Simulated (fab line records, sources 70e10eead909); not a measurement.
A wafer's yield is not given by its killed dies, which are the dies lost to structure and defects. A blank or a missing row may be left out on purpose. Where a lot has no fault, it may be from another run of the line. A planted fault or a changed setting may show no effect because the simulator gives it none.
Struck lot and sound lot, side by side || flow nand_harc || 15 steps out of a route of 1302
Sound: the wafers L675.3, L675.5, L675.6. Wafers struck: L687.1, L687.4, L687.5. The cause comes at the end.
Per side, at each step with rows, come the tool, then ch with its chambers, and then its first start. Under that, the readings that differ: sound wafers || struck wafers || difference of the means || sigmas: that difference in standard deviations of wafers without a fault.
alike: a reading whose means differ by less than 2 such deviations, as well as words and numbers matching on both sides. not compared: withheld readings; readings where some wafer has no value; bounds like >300 that might hide an equal value; numbers whose values overlap and for which the record gives no deviation.
The two part at a step that has a row with sigmas, a row that says differs or no value, or rows on one side only. Numbers that don't overlap but have no deviation are shown without sigmas and don't part them. A reading that every wafer of one side lacks parts them only if that side has two wafers or more.

first, 1 step without rows for these wafers: NHARC_A_ONON_D1_DEP_00 (target thk 1000 nm).
NHARC_A_ONON_D1_THK_MEAS_02: measures by ellipsometry.
  struck on film_metro-01, day 15 03:58; sound on film_metro-01, day 9 14:01
  alike: thk_nm
then NHARC_A_ONON_D1_DEP_03 (target thk 1000 nm), 1 step lacking rows for these wafers.
NHARC_A_ONON_D1_THK_MEAS_05: measures by ellipsometry.
  struck on film_metro-01, day 15 04:32; sound on film_metro-02, day 9 14:35
  alike: thk_nm
then NHARC_A_ONON_D1_DEP_06 (target thk 1000 nm), 1 step lacking rows for these wafers.
NHARC_A_ONON_D1_THK_MEAS_08: measures by ellipsometry.
  struck on film_metro-01, day 15 05:06; sound on film_metro-01, day 9 15:08
  alike: thk_nm
then NHARC_A_ONON_D1_DEP_09 (target thk 1000 nm), 1 step lacking rows for these wafers.
NHARC_A_ONON_D1_THK_MEAS_11: measures by ellipsometry.
  struck on film_metro-01, day 15 05:40; sound on film_metro-02, day 9 15:43
  alike: thk_nm
then NHARC_A_ONON_D1_DEP_12 (target thk 1000 nm), 1 step lacking rows for these wafers.
NHARC_A_ONON_D1_THK_MEAS_14: measures by ellipsometry.
  struck on film_metro-02, day 15 06:14; sound on film_metro-02, day 9 16:16
  alike: thk_nm
then, 1 step without rows for these wafers: NHARC_A_ONON_D1_ANNEAL_15 (time 3600 s).
NHARC_A_ONON_D1_DEP_16: target thk 1000 nm.
  sound on pecvd_onon-04 ch 0, day 9 23:53; struck on pecvd_onon-04 ch 0, day 15 14:05
NHARC_A_ONON_D1_THK_MEAS_18: measures by ellipsometry.
  struck on film_metro-01, day 15 14:36; sound on film_metro-02, day 10 00:17
{"reading": "thk_nm (nm)", "sound": "1000 1000 1000", "struck": "1602 1604 1602", "difference": "+603", "sigmas": "+68"}
then NHARC_A_ONON_D1_DEP_19 (target thk 1000 nm), 1 step lacking rows for these wafers.
-- the record jumps here: 15 days lie between the struck wafers' starts before and after (it left off in module A_ONON_D1 and takes up again in module END, whose first step shown is number 1302 of the route) --
NHARC_END_SORT_01:
  sound on prober-01 ch 0, day 26 00:58; struck on prober-01 ch 0, day 30 23:06
{"reading": "killed_at_array", "sound": "82 64 69", "struck": "671 672 669", "difference": "+599", "sigmas": "+40"}
{"reading": "killed_dies", "sound": "88 68 73", "struck": "677 677 677", "difference": "+601", "sigmas": "+40"}
  alike: killed_at_other, killed_at_periphery, killed_open, killed_short

## WHERE THEY PART
At NHARC_A_ONON_D1_THK_MEAS_18 first; at NHARC_END_SORT_01 last (within this record only).

WHY: what the simulator had put in
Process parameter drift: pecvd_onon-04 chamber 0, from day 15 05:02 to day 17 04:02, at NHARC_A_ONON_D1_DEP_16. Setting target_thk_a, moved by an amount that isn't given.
